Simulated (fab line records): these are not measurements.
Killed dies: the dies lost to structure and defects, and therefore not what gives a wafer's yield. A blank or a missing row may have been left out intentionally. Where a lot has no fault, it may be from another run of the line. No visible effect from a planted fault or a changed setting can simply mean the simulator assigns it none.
Chamber matching	flow n5-finfet	4 sister chambers for N5_SD_EPI_N_LINER_46 on ald-sin-01
The step material SiNx, target thk 3 nm. 22 wafers are shown with their chamber, then 11 later ones without.

## EACH WAFER AND ITS CHAMBER
wafer	chamber	heater-power-w (W)
L075.4	0	914
L075.5	3	923
L075.6	0	908
L076.2	0	904
L076.3	1	926
L076.5	0	902
L079.2	1	919
L079.5	3	921
L079.6	0	908
L080.2	2	894
L080.3	1	947
L080.6	0	931
L081.3	0	923
L081.5	0	907
L081.6	3	931
L083.2	0	921
L083.3	1	940
L083.6	1	924
L085.1	1	932
L085.2	3	927
L085.3	2	903
L087.2	1	914

SIGNATURES (averages over the wafers above)
reading	chamber 0	chamber 1	chamber 2	chamber 3	scatter within a chamber
heater-power-w	913.11	928.86	898.50	925.50	9.69
Rule: distance of a wafer from a chamber = root of the sum over the readings of ((wafer's reading minus chamber's mean) / reading's scatter) squared. If the next closest chamber is less than 2 further off than the closest, the wafer can't be placed; otherwise it belongs to the closest. The scatter: the root of (the sum of the squares of (reading less its chamber's mean) over the shown wafers, divided by (wafers less chambers)).

## WAFERS WITHOUT THEIR CHAMBER
wafer	heater-power-w (W)
L087.4	939
L087.5	909
L089.3	903
L089.4	918
L089.5	932
L093.1	936
L093.3	899
L093.6	938
L094.1	908
L094.2	920
L094.3	911

## THE CHAMBER EACH PASSED THROUGH
wafer	from the rows above	in truth
L087.4	can't be placed: 1 or 3 or 0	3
L087.5	can't be placed: 0 or 2 or 3 or 1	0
L089.3	can't be placed: 2 or 0 or 3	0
L089.4	can't be placed: 0 or 3 or 1 or 2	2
L089.5	can't be placed: 1 or 3 or 0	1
L093.1	can't be placed: 1 or 3 or 0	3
L093.3	can't be placed: 2 or 0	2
L093.6	can't be placed: 1 or 3 or 0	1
L094.1	can't be placed: 0 or 2 or 3 or 1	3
L094.2	can't be placed: 3 or 0 or 1 or 2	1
L094.3	can't be placed: 0 or 2 or 3 or 1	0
0 of 11 placed correctly. Can't be placed from these rows: 11 (the true chamber is among the candidates in 11). Placed wrongly: 0.
